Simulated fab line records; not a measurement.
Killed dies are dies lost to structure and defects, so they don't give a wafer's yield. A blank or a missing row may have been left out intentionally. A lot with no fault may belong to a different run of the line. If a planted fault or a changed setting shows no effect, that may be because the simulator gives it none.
Chamber matching	flow n5_finfet	4 sister chambers for N5_BEOL_M11_DESCUM_33 on rie_diel-01
The step chemistry O2, time 7.9 s. 30 wafers are shown with their chamber, then 12 later ones without.

== WAFERS, EACH WITH ITS CHAMBER ==
wafer	chamber	drypump_motor_current_A (A)	showerhead_plenum_p_Torr (Torr)	throttle_valve_pct (%)
L076.2	3	6.4	2.11	19.74
L076.4	1	5.2	2.14	20.48
L076.5	3	6.4	2.11	19.71
L078.2	3	6.4	2.11	19.75
L078.4	1	5.2	2.13	20.50
L078.6	3	6.3	2.11	19.75
L082.1	3	6.4	2.10	19.79
L082.5	2	5.5	2.15	20.69
L082.6	3	6.4	2.10	19.76
L080.2	3	6.4	2.10	19.78
L080.3	1	5.2	2.12	20.10
L080.4	0	5.9	2.03	20.40
L084.1	1	5.2	2.12	20.12
L084.2	0	5.9	2.03	20.39
L084.4	0	5.9	2.03	20.40
L088.3	1	5.2	2.12	20.12
L088.5	0	5.9	2.03	20.39
L088.6	1	5.2	2.12	20.12
L090.1	0	5.9	2.03	20.41
L090.2	3	6.4	2.09	19.79
L090.3	1	5.2	2.12	20.11
L090.4	0	5.9	2.03	20.42
L090.5	1	5.2	2.12	20.12
L090.6	3	6.4	2.09	19.81
L092.2	0	5.9	2.03	20.38
L092.4	1	5.2	2.12	20.10
L092.5	2	5.5	2.15	20.45
L095.2	3	6.4	2.09	19.82
L095.5	0	5.9	2.03	20.41
L095.6	1	5.2	2.12	20.12

SIGNATURES (means of the wafers above)
reading	chamber 0	chamber 1	chamber 2	chamber 3	scatter within a chamber
drypump_motor_current_A	5.900	5.200	5.500	6.390	0.0186
showerhead_plenum_p_Torr	2.0300	2.1230	2.1500	2.1010	0.0065
throttle_valve_pct	20.4000	20.1890	20.5700	19.7700	0.101
Rule: a wafer lies at a distance from a chamber equal to the root of the sum of squares, over the readings, of (its reading less the chamber's mean, divided by the reading's scatter). If the next closest chamber is less than 2 further off than the closest, the wafer can't be placed; otherwise it belongs to the closest. The scatter is the square root of a quotient: the sum, over the shown wafers, of each reading's squared deviation from its chamber's mean, divided by wafers minus chambers.

== WAFERS MISSING THEIR CHAMBER ==
wafer	drypump_motor_current_A (A)	showerhead_plenum_p_Torr (Torr)	throttle_valve_pct (%)
L094.2	5.9	2.03	20.42
L094.4	5.2	2.12	20.14
L094.5	5.2	2.12	20.13
L096.2	6.4	2.09	19.80
L096.3	5.5	2.14	20.48
L096.5	5.9	2.03	20.41
L081.1	6.3	2.09	19.82
L081.4	5.9	2.03	20.43
L081.5	6.4	2.09	19.83
L097.2	6.3	2.09	19.81
L097.3	5.5	2.14	20.50
L097.5	5.5	2.14	20.49

== WHICH CHAMBER EACH ONE RAN IN ==
wafer	from the rows above	in truth
L094.2	0	0
L094.4	1	1
L094.5	1	1
L096.2	3	3
L096.3	2	2
L096.5	0	0
L081.1	3	3
L081.4	0	0
L081.5	3	3
L097.2	3	3
L097.3	2	2
L097.5	2	2
Correct placement for 12 of the 12. Not placeable from these rows: 0. Wrongly placed: 0.
